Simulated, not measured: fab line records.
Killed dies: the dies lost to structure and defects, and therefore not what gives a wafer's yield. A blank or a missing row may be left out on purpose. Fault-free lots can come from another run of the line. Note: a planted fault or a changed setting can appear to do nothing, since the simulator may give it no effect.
Matching of chambers	flow nandHarc	4 sister chambers for NHARC_P_CONTACT_CMP_24 on cmp-01
The step polishes, t overpolish 30 s, target thk 200 nm. 4 wafers are shown with their chamber, then 10 later ones without.

## WAFERS, EACH WITH ITS CHAMBER
wafer	chamber	timeToEndpointS (s)
L088.5	3	39
L088.6	0	45
L090.3	2	36
L090.4	1	41

## WAFERS WITH NO CHAMBER GIVEN
wafer	timeToEndpointS (s)
L090.5	38
L092.1	36
L092.2	45
L092.3	44
L094.3	41
L094.5	36
L094.6	40
L096.1	44
L096.2	35
L096.5	38

## CHAMBER TAKEN BY EACH
wafer	from the rows above	in truth
L090.5	can't be placed: 3 or 2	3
L092.1	2	2
L092.2	0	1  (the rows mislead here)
L092.3	0	0
L094.3	1	1
L094.5	2	2
L094.6	can't be placed: 1 or 3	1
L096.1	0	0
L096.2	2	2
L096.5	can't be placed: 3 or 2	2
Placed correctly: 6 of 10. Not placeable from these rows: 3 (in 3, the candidates include the true chamber). Wrongly placed: 1.
How it was worked out, from the rows above alone: a wafer's distance from a chamber is the root of the sum, over the readings, of the square of ((its reading less the chamber's mean) divided by the reading's scatter). The wafer belongs to the nearest chamber; if the next one is less than 2 further off, it can't be placed. The mean given for a chamber averages the wafers shown for that chamber. The scatter: root of mean squared gap, hidden wafer to nearest shown wafer, with one shown wafer a chamber.
